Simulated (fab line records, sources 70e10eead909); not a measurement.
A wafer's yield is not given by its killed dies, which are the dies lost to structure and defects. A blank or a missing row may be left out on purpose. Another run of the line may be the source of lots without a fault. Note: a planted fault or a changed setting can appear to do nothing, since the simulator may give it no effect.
Comparing a struck lot with a sound one | flow nandHarc | 19 steps out of a route of 1302
Sound: these wafers, L171.1, L171.4, L171.6. Wafers L182.3, L182.4, L182.6 were the ones struck. At the end, the cause is stated.
For every step that has rows: the tool of each side, followed by ch and its chambers, followed by its first start. Under that, the readings that differ: sound wafers | struck wafers | difference of the means | sigmas: that difference in standard deviations of wafers without a fault.
alike: readings whose means differ by less than 2 such deviations, and words and numbers that are the same on both sides. not compared: withheld readings, readings that some wafer has no value for, bounds like >300 that may hide the same value, and numbers for which the record gives no deviation and whose values overlap.
The two part at a step that has a row with sigmas, a row that says differs or no value, or rows on one side only. Non-overlapping numbers with no deviation appear without sigmas and do not part them. A reading missing from all wafers of one side parts the sides only when that side holds two or more wafers.

NHARC_A_BONDPAD_OVL_MEAS_35:
  sound on overlay-01 at day 24 03:23; struck on overlay-01 at day 29 05:52
  alike: overlayXNm, overlayYNm
then, 2 steps without rows for these wafers: NHARC_A_BONDPAD_HARDBAKE_10 (time 65 s); NHARC_A_BONDPAD_DESCUM_11 (chemistry O2, time 3 s).
NHARC_A_BONDPAD_ETCH_34: etches the open film in N2/H2, target depth 60 nm, overetch 18 nm, time 65.91 s.
  sound on rieDiel-11 ch 0,3, day 24 03:35; struck on rieDiel-11 ch 0,2, day 29 06:04
  alike: drypumpMotorCurrentA, oesProductAu, rfVppV, showerheadPlenumPTorr, throttleValvePct
  not compared: rfHoursCounterH
then, 1 step without rows for these wafers: NHARC_A_BONDPAD_ETCH_12 (etches the open film in CHF3/O2, target depth 220 nm, time 110 s).
NHARC_A_BONDPAD_CD_MEAS_13:
  sound on cdSem-02 at day 24 03:49; struck on cdSem-03 at day 29 06:18
  alike: cdNm
NHARC_A_BONDPAD_STRIP_15: strips in O2.
  sound on rieDiel-11 ch 0,1,3, day 24 03:54; struck on rieDiel-11 ch 1,3, day 29 06:23
  alike: drypumpMotorCurrentA, oesProductAu, rfVppV, showerheadPlenumPTorr, throttleValvePct
  not compared: rfHoursCounterH
then, 2 steps without rows for these wafers: NHARC_A_BONDPAD_ETCH_24 (etches the open film in CF4/N2, target depth 30 nm, time 72.99 s); NHARC_A_BONDPAD_STRIP_16 (strips in post etch residue remover, time 600 s).
NHARC_A_BONDPAD_DEGAS_25: time 60 s.
  sound on pvdSputter-02 at day 24 04:28; struck on pvdSputter-02 at day 29 06:55
  alike: heaterPowerW
NHARC_A_BONDPAD_PRE_CLEAN_26: time 30 s.
  sound on pvdSputter-02; struck on pvdSputter-02
  alike: heaterPowerW
NHARC_A_BONDPAD_PVD_17: deposits TaN, target thk 5 nm, time 8.06 s.
  sound on pvdSputter-02; struck on pvdSputter-02
  alike: chamberPressurePa, throttleValvePct
NHARC_A_BONDPAD_PVD_27: deposits Cu, target thk 30 nm, time 20.49 s.
  sound on pvdSputter-02 at day 24 04:41; struck on pvdSputter-02 at day 29 07:09
  alike: chamberPressurePa, throttleValvePct
then, 4 steps without rows for these wafers: NHARC_A_BONDPAD_ECD_18 (material Cu, target thk 400 nm); NHARC_A_BONDPAD_ANNEAL_28 (time 90 s); NHARC_A_BONDPAD_CMP_19 (polishes, t overpolish 30 s, cu recess touch 16 s, target thk 169.82 nm); NHARC_A_BONDPAD_SRD_21 (time 30 s, dry time 20 s).
NHARC_A_BONDPAD_INSPECT_23:
  sound on defectInspect-02 at day 24 06:05; struck on defectInspect-01 at day 29 08:32
  alike: rawDefectCount
NHARC_END_SORT_01:
  here the record holds rows for the struck wafers (prober-02 ch 0, day 30 14:32) but none for the sound ones

== WHERE THEY PART ==
At NHARC_END_SORT_01 and nowhere else, as far as this record goes.

WHY: what the simulator had put in
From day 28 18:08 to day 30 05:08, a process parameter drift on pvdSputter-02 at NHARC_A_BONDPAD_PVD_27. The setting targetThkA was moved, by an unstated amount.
